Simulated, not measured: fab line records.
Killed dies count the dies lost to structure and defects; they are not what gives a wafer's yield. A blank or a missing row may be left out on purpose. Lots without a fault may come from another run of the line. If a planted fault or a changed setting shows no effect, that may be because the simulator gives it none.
Code-filled problem report in 8D (eight disciplines) form + flow nandHarc + the parts of the form that need people (team, actions taken, sign-off) are left out

1. WHAT WENT WRONG
At NHARC_P_M0_DEVELOP_08, developerTempC averages 23.87 C over 9 wafers from 3 lots, while fault-free wafers read 23.00 C, standard deviation 0.086. Measured from the usual mean, that is +10 standard deviations.
The step: develop time 35 s.
First observed at day 12 17:00: wafer L282.2, on lithoTrack-04. The record holds 36 wafers of 12 lots with a number at this step. Rule for "out" (also "out of limits"): further than 4 standard deviations from the usual mean. All remaining wafers that have a number are taken as sound.

2. WHAT IT IS, WHAT IT ISN'T
| question                    | is                     | is not                                                                                 |
|-----------------------------|------------------------|----------------------------------------------------------------------------------------|
| which readings at this step | developerTempC         | exhaustPa                                                                              |
| which lots                  | L282, L283, L284       | L268, L270, L271, L274, L275, L286, L288, L289, L290                                   |
| which wafers of those lots  | all that have a number | -                                                                                      |
| read on which tools         | lithoTrack-04          | lithoTrack-01, lithoTrack-06                                                           |
| when                        | from day 12 17:00      | up to then (15 sound wafers); but 12 sound wafers of L286, L288, L289, L290 came after |

3. SUSPECTS, AND WHAT RULES EACH OUT
Counting: a tool stays on the suspect list if, at a process step up to the reading, it processed all lots that are out and no sound lot following the first of them.
- lithoTrack-04 at NHARC_P_M0_DEVELOP_08 (develop time 35 s): kept. Every lot that is out went through it, starting with L282 (day 12 17:00), and after that it ran no sound lot; the last sound lot it ran before then is L271 (day 7 16:00). Its own developerTempC readings are out on those wafers.
Remaining after the count: lithoTrack-04 at NHARC_P_M0_DEVELOP_08.

4. THE CAUSE (what the simulator had put in)
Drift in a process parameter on lithoTrack-04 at NHARC_P_M0_DEVELOP_08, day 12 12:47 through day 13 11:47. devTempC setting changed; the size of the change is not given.
After counting, this tool was the only one left.

5. SEQUENCE OF EFFECTS, ordered by route
Rows list readings where the struck wafers' mean (over those with a number) sits beyond 3 standard deviations from the usual. Readings are gone through only where the record gives a usual standard deviation; hours: the median, over the lots, of the time from a lot's start at the first step in this table giving one to that lot's start at this step; sigmas: the change measured in usual standard deviations.
| hours | step                  | reading        | usual   | on struck wafers | change | sigmas |
|-------|-----------------------|----------------|---------|------------------|--------|--------|
| 0     | NHARC_P_M0_DEVELOP_08 | developerTempC | 23.00 C | 23.87            | +0.87  | +10    |
The process steps in it:
- NHARC_P_M0_DEVELOP_08: develop time 35 s.
Later steps that measure or inspect, where all struck wafers having a row at the step show a number for every such reading and not one has moved that far: NHARC_END_SORT_01.

6. WHAT WOULD HAVE CAUGHT IT SOONER
4 hours passed between the start of the fault at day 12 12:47 and the first reading out of limits in this record, taken at day 12 17:00.
